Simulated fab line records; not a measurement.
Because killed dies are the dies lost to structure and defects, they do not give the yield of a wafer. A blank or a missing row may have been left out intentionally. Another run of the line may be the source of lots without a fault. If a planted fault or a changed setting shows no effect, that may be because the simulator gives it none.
2 desks, one fault    flow n5-finfet    numbers are kept per desk, each desk with only its own; the story behind them comes last

== TOOL OWNER'S DESK, pvd-sputter-01 ==
The tool's own readings at N5_BEOL_M2_PRE_CLEAN_45 (time 30 s): means of the sampled wafers that have a number, for each lot that ran on this tool. Any lot whose mean is over 4 standard deviations away from the usual mean is out of limits and marked OUT; that distance is given in the brackets.
Columns: A = heater-power-w at N5_BEOL_M2_PRE_CLEAN_45, usual 326 W
lot   first seen here  A
L305  day 7 01:58      320
L307  day 7 15:55      339
L308  day 7 21:06      340
L310  day 8 16:04      313
L312  day 8 16:38      330
L320  day 10 13:56     321
L321  day 10 14:49     325
This desk's verdict: no lot among the 7 shows anything out of limits.

== FROM THE METROLOGY DESK ==
Lot by lot, what the gauges showed, no matter which tool ran the lot: averages of those sampled wafers that carry a number. Any lot whose mean is over 4 standard deviations away from the usual mean is out of limits and marked OUT; that distance is given in the brackets.
Columns: A = PAD_OVL at N5_PASSIVATION_OVL_MEAS_63, usual 4 nm
lot   first seen here  A
L306  day 12 13:45     -4
L305  day 12 15:50     6
L307  day 13 07:10     1
L308  day 13 07:20     12
L309  day 13 13:07     12
L312  day 13 14:33     1
L311  day 13 22:58     1
L310  day 13 23:08     11
L313  day 14 10:05     -2
L321  day 16 01:04     0
L320  day 16 03:24     6
L322  day 16 14:10     8
L327  day 18 09:21     0
This desk's verdict: no lot among the 13 shows anything out of limits.

== TAKEN TOGETHER ==
The tool owner's desk saw nothing out of limits.
Nothing out of limits was seen by the metrology desk.

== WHAT WAS PUT IN BY THE SIMULATOR ==
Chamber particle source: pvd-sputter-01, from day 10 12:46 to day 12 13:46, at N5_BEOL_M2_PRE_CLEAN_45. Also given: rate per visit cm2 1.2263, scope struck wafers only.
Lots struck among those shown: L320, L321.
